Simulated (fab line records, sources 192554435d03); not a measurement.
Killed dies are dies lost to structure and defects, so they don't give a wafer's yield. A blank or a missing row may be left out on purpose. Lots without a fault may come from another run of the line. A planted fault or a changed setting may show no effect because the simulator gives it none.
Chamber matching | flow n5_finfet | N5_BEOL_M3_PRE_CLEAN_60 on cvd_co-02: 3 sister chambers
The step time 15 s. 6 wafers are shown with their chamber, then 12 later ones without.

WAFERS WITH THEIR CHAMBER
wafer  | chamber | heater_power_w (W)
L085.6 | 0       | 92
L076.4 | 1       | 99
L076.6 | 0       | 93
L089.2 | 1       | 98
L089.3 | 2       | 75
L089.5 | 2       | 76

WAFERS WITHOUT THEIR CHAMBER
wafer  | heater_power_w (W)
L088.2 | 100
L088.3 | 78
L088.6 | 75
L091.2 | 99
L091.5 | 76
L091.6 | 100
L096.2 | 75
L096.5 | 91
L096.6 | 75
L097.1 | 75
L097.5 | 74
L097.6 | 92

WHICH CHAMBER EACH WENT THROUGH
wafer  | from the rows above | in truth
L088.2 | 1                   | 1
L088.3 | 2                   | 2
L088.6 | 2                   | 2
L091.2 | 1                   | 1
L091.5 | 2                   | 2
L091.6 | 1                   | 1
L096.2 | 2                   | 2
L096.5 | 0                   | 0
L096.6 | 2                   | 2
L097.1 | 2                   | 2
L097.5 | 2                   | 2
L097.6 | 0                   | 0
Placed correctly: 12 of 12. Can't be placed from these rows: 0. Placed wrongly: 0.
How it was worked out, from the rows above alone: a wafer's distance from a chamber is the root of the sum, over the readings, of the square of ((its reading less the chamber's mean) divided by the reading's scatter). The wafer belongs to the nearest chamber; if the next one is less than 2 further off, it can't be placed. A chamber's mean is the mean of its shown wafers. The scatter: the root of (the sum of the squares of (reading less its chamber's mean) over the shown wafers, divided by (wafers less chambers)).
